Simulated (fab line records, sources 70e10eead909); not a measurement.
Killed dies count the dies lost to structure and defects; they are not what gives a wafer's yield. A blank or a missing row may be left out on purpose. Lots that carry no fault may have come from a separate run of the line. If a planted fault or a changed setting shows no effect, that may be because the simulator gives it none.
Which of the tools did it? | flow nand harc | 36 wafers from 12 lots sampled at 6 of the route's 1159 steps

## WHAT EACH GAUGE READ, for each wafer
NHARC_P_M1_CD_MEAS_16. Usual: cd nm at 129.9 nm, with a standard deviation of 0.81.
lot  | measured     | on        | cd nm (nm)        | flag
L485 | day 6 10:43  | cd sem-02 | 129.5 129.8 129.7 |
L486 | day 6 13:55  | cd sem-03 | 129.4 129.1 129.1 |
L488 | day 6 21:10  | cd sem-01 | 129.6 129.5 129.3 |
L490 | day 7 13:02  | cd sem-02 | 131.0 130.3 130.5 |
L491 | day 7 23:20  | cd sem-01 | 129.6 129.2 129.5 |
L492 | day 8 02:57  | cd sem-02 | 131.4 130.7 129.8 |
L493 | day 8 07:24  | cd sem-01 | 130.0 129.3 129.1 |
L496 | day 9 06:07  | cd sem-03 | 129.6 129.1 128.5 |
L500 | day 10 07:47 | cd sem-03 | 131.2 130.2 129.9 |
L503 | day 10 22:23 | cd sem-03 | 129.6 128.7 130.0 |
L504 | day 10 23:20 | cd sem-03 | 129.7 130.2 130.7 |
L506 | day 11 18:05 | cd sem-01 | 129.7 130.0 129.8 |

NHARC_P_M2_CD_MEAS_09: target cd 170 nm. Usual: cd nm at 170.3 nm, with a standard deviation of 0.63.
lot  | measured     | on        | cd nm (nm)        | flag
L485 | day 6 14:23  | cd sem-01 | 169.9 170.3 169.4 |
L486 | day 6 17:37  | cd sem-03 | 171.0 169.9 171.0 |
L488 | day 7 00:52  | cd sem-03 | 169.8 169.8 169.2 |
L490 | day 7 16:42  | cd sem-01 | 170.9 170.3 170.1 |
L491 | day 8 02:56  | cd sem-03 | 171.1 170.9 170.3 |
L492 | day 8 06:31  | cd sem-03 | 169.3 169.7 169.7 |
L493 | day 8 11:02  | cd sem-03 | 169.7 169.4 169.9 |
L496 | day 9 09:53  | cd sem-01 | 177.9 176.9 177.9 | OFF
L500 | day 10 11:28 | cd sem-01 | 176.5 175.8 176.0 | OFF
L503 | day 11 02:06 | cd sem-02 | 171.1 170.5 171.3 |
L504 | day 11 03:19 | cd sem-02 | 171.5 170.5 170.2 |
L506 | day 11 21:50 | cd sem-03 | 170.1 171.0 171.0 |

NHARC_END_SORT_01. Usual: defect limited yield 95.5 %, standard deviation 1.8; killed at array 27, standard deviation 11; killed at other 0.6, standard deviation 1; killed at periphery 3.0, standard deviation 2.1; killed dies 31, standard deviation 12; killed open 3.2, standard deviation 1.7; killed short 1.7, standard deviation 1.4; sort_bin_2_pct 1.4 %, standard deviation 0.68; sort_bin_3_pct 0.25 %, standard deviation 0.2; sort_bin_4_pct 2.9 %, standard deviation 1.2; sort n pass 646, standard deviation 12; sort rim yield pct 95.7 %, standard deviation 2.8; sort yield pct 95.5 %, standard deviation 1.8.
lot  | measured     | on        | defect limited yield (%) | killed at array | killed at other | killed at periphery | killed dies | killed open | killed short | sort_bin_2_pct (%) | sort_bin_3_pct (%) | sort_bin_4_pct (%) | sort n pass | sort rim yield pct (%) | sort yield pct (%) | flag
L506 | day 25 12:46 | prober-02 | 96.8 95.9 95.4           | 19 23 26        | 1 4 3           | 2 1 2               | 22 28 31    | 6 0 6       | 1 2 0        | 1.2 1.3 1.5        | 0.15 0.44 0        | 1.9 2.4 3.1        | 655 649 646 | 95.3 97.2 100.0        | 96.8 95.9 95.4     |

## EACH LOT AND THE TOOL THAT RAN IT (in order: tool; ch and the chambers of the sampled wafers; start)
lot  | NHARC_P_M1_STRIP_18                | NHARC_P_M1_PVD_20                       | NHARC_P_M2_PEB_07
L485 | rie diel-04 ch 1,2, day 6 10:49    | pvd sputter-01, day 6 14:17 or earlier  | litho track-04 ch 0, day 6 14:17
L486 | rie diel-08 ch 0,2,3, day 6 14:00  | pvd sputter-02, day 6 17:32 or earlier  | litho track-06 ch 0, day 6 17:32
L488 | rie diel-08 ch 1,2,3, day 6 21:14  | pvd sputter-03, day 7 00:47 or earlier  | litho track-01 ch 0, day 7 00:47
L490 | rie diel-04 ch 1,2,3, day 7 13:10  | pvd sputter-01, day 7 16:37 or earlier  | litho track-06 ch 0, day 7 16:37
L491 | rie diel-04 ch 0,2,3, day 7 23:29  | pvd sputter-03, day 8 02:52 or earlier  | litho track-06 ch 0, day 8 02:52
L492 | rie diel-10 ch 0,1,2, day 8 03:04  | pvd sputter-01, day 8 06:26 or earlier  | litho track-01 ch 0, day 8 06:26
L493 | rie diel-08 ch 0,2,3, day 8 07:28  | pvd sputter-02, day 8 10:58 or earlier  | litho track-04 ch 0, day 8 10:58
L496 | rie diel-04 ch 0,2,3, day 9 06:12  | pvd sputter-03, day 9 09:49 or earlier  | litho track-04 ch 0, day 9 09:49
L500 | rie diel-10 ch 0,3, day 10 07:52   | pvd sputter-03, day 10 11:23 or earlier | litho track-04 ch 0, day 10 11:23
L503 | rie diel-08 ch 1,2,3, day 10 22:32 | pvd sputter-02, day 11 02:01 or earlier | litho track-06 ch 0, day 11 02:01
L504 | rie diel-10 ch 0,2,3, day 10 23:26 | pvd sputter-03, day 11 03:14 or earlier | litho track-06 ch 0, day 11 03:14
L506 | rie diel-04 ch 0,2, day 11 18:11   | pvd sputter-02, day 11 21:45 or earlier | litho track-06 ch 0, day 11 21:45
- NHARC_P_M1_STRIP_18: strips in N2/H2.
- NHARC_P_M1_PVD_20: deposits TaN, target thk 5 nm, time 8.06 s.
- NHARC_P_M2_PEB_07: peb time 65 s.

## AS READ BY THE TOOLS THEMSELVES (means over the sampled wafers that have a number; for cases with no such wafer, the mark the record gives instead)
NHARC_P_M1_STRIP_18. Usual: drypump motor current A 5.8 A, standard deviation 0.41; oes product au 1.004 a.u., standard deviation 0.0093; rf vpp V 90.8 V, standard deviation 0.98; showerhead plenum p Torr 2.05 Torr, standard deviation 0.11; throttle valve pct 14.173 %, standard deviation 0.0097.
lot  | tool        | drypump motor current A (A) | oes product au (a.u.) | rf vpp V (V) | showerhead plenum p Torr (Torr) | throttle valve pct (%) | flag
L485 | rie diel-04 | 6.3                         | 1.008                 | 90.1         | 1.91                            | 14.174                 |
L486 | rie diel-08 | 5.6                         | 1.003                 | 90.9         | 2.06                            | 14.173                 |
L488 | rie diel-08 | 5.5                         | 1.008                 | 90.3         | 2.07                            | 14.172                 |
L490 | rie diel-04 | 5.8                         | 1.002                 | 90.1         | 1.96                            | 14.168                 |
L491 | rie diel-04 | 5.6                         | 0.998                 | 90.4         | 1.99                            | 14.168                 |
L492 | rie diel-10 | 5.7                         | 1.004                 | 91.0         | 2.15                            | 14.170                 |
L493 | rie diel-08 | 5.6                         | 1.009                 | 91.4         | 2.06                            | 14.180                 |
L496 | rie diel-04 | 5.6                         | 1.000                 | 90.5         | 1.99                            | 14.179                 |
L500 | rie diel-10 | 6.2                         | 1.007                 | 90.7         | 1.99                            | 14.168                 |
L503 | rie diel-08 | 5.5                         | 0.997                 | 90.7         | 2.07                            | 14.177                 |
L504 | rie diel-10 | 5.9                         | 1.009                 | 91.2         | 2.07                            | 14.164                 |
L506 | rie diel-04 | 5.9                         | 1.005                 | 90.1         | 1.98                            | 14.181                 |

NHARC_P_M1_PVD_20. Usual: throttle valve pct at 29.4 %, with a standard deviation of 1.
lot  | tool           | throttle valve pct (%) | flag
L485 | pvd sputter-01 | 31.1                   |
L486 | pvd sputter-02 | 28.2                   |
L488 | pvd sputter-03 | 29.6                   |
L490 | pvd sputter-01 | 29.9                   |
L491 | pvd sputter-03 | 29.5                   |
L492 | pvd sputter-01 | 30.1                   |
L493 | pvd sputter-02 | 28.4                   |
L496 | pvd sputter-03 | 30.2                   |
L500 | pvd sputter-03 | 29.6                   |
L503 | pvd sputter-02 | 29.0                   |
L504 | pvd sputter-03 | 30.3                   |
L506 | pvd sputter-02 | 28.9                   |

NHARC_P_M2_PEB_07. Usual: chill plate temp C 22.99 C, standard deviation 0.11; heater power total W 156.6 W, standard deviation 0.42; plate temp C 99.99 C, standard deviation 0.14.
lot  | tool           | chill plate temp C (C) | heater power total W (W) | plate temp C (C) | flag
L485 | litho track-04 | 23.23                  | 156.9                    | 99.91            |
L486 | litho track-06 | 22.95                  | 156.8                    | 99.92            |
L488 | litho track-01 | 23.03                  | 156.9                    | 100.21           |
L490 | litho track-06 | 23.13                  | 156.5                    | 100.08           |
L491 | litho track-06 | 22.99                  | 156.3                    | 100.07           |
L492 | litho track-01 | 23.00                  | 156.9                    | 99.86            |
L493 | litho track-04 | 23.05                  | 156.6                    | 100.06           |
L496 | litho track-04 | 22.92                  | 161.1                    | 102.21           | OFF
L500 | litho track-04 | 23.01                  | 161.8                    | 101.96           | OFF
L503 | litho track-06 | 23.25                  | 156.6                    | 100.08           |
L504 | litho track-06 | 23.01                  | 156.5                    | 99.74            |
L506 | litho track-06 | 22.96                  | 156.1                    | 99.93            |

## THE ANSWER, worked out from the rows above alone
Rule: take the mean of a lot's wafers that have a number; if it is more than 3 standard deviations from the usual mean, the lot is off. Also off: a lot with no number at a reading for which 4 or more lots have one. All remaining lots with rows at the step are treated as sound. The gauges are gone through in route order, then the tools' own readings, and for those a lot's mean is taken as printed above. At the first step where some lot is off, the reading lying furthest off is the one used; lots without a number count as furthest.
Off: L496, L500 (NHARC_P_M2_CD_MEAS_09, cd nm).
A tool fits if, at a process step before that reading, it ran every lot that is off, and no sound lot after the first of them. The gauges at NHARC_P_M2_CD_MEAS_09 aren't tried: what is off there is off at NHARC_P_M2_PEB_07 too, on other tools, and a gauge's error can't cause that. NHARC_P_M1_PVD_20 gives no start for some lots, so the hours and the order of its lots are those of NHARC_P_M2_PEB_07. One fits: litho track-04 at NHARC_P_M2_PEB_07. A fault onset in the window from L493 (day 8 10:58, its last sound lot) to L496 (day 9 09:49, its first lot off) fits.
The tool's own readings at NHARC_P_M2_PEB_07 bear it out: on the lots that are off they differ by more than 5 times the standard deviation of the sound lots' means. heater power total W reads 161.4 W there against 156.6 W on the sound lots; plate temp C reads 102.08 C there against 99.99 C on the sound lots.

## WHAT THE SIMULATOR HAD INSERTED
Process parameters drifting: litho track-04 at NHARC_P_M2_PEB_07, beginning at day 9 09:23. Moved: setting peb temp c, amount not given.
Struck lots among those shown: L496, L500. Same finding as the rule above.
